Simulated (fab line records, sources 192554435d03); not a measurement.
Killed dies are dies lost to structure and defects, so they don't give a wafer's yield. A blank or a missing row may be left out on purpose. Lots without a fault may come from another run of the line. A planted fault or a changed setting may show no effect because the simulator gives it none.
Which tool did it? | flow n5_finfet | 6 lots, 18 wafers sampled, at 1 step of a route of 1938

WHAT THE GAUGES READ, wafer by wafer
N5_ZERO_LAYER_CD_MEAS_11: target cd 2000 nm.
lot  | measured    | on        | cd_nm (nm)
L608 | day 2 00:46 | cd_sem-01 | 1998.1 2001.9 2000.9
L613 | day 3 06:46 | cd_sem-03 | 1999.0 1996.4 2001.7
L619 | day 4 18:38 | cd_sem-03 | 2001.3 1999.7 2001.3
L621 | day 5 06:47 | cd_sem-01 | 1999.3 2000.7 2000.7
L627 | day 6 18:57 | cd_sem-02 | 1999.8 2001.3 1998.5
L629 | day 7 06:38 | cd_sem-02 | 2000.8 1999.7 2000.4

WHICH TOOL RAN EACH LOT (tool, then ch and the chambers of the sampled wafers, then the start)
The record holds no process step before these readings.

THE ANSWER, worked out from the rows above alone
Rule: what is usual is taken from the lots themselves. Put in order of their means at a reading, lots are off if they are a third of the lots or fewer, leave a main group of 4 or more, and stand apart from it by a gap of 3 or more times the standard deviation of the main group's means; of several such gaps the widest counts. A main group whose means are all the same, to the digits that the tables above print for the reading, isn't used. A lot without any number at a reading at which 4 lots or more have one is off too. The other lots that the step has rows for count as sound.
No lot is off at any reading shown: from this, nothing can be told.

WHAT THE SIMULATOR HAD PUT IN
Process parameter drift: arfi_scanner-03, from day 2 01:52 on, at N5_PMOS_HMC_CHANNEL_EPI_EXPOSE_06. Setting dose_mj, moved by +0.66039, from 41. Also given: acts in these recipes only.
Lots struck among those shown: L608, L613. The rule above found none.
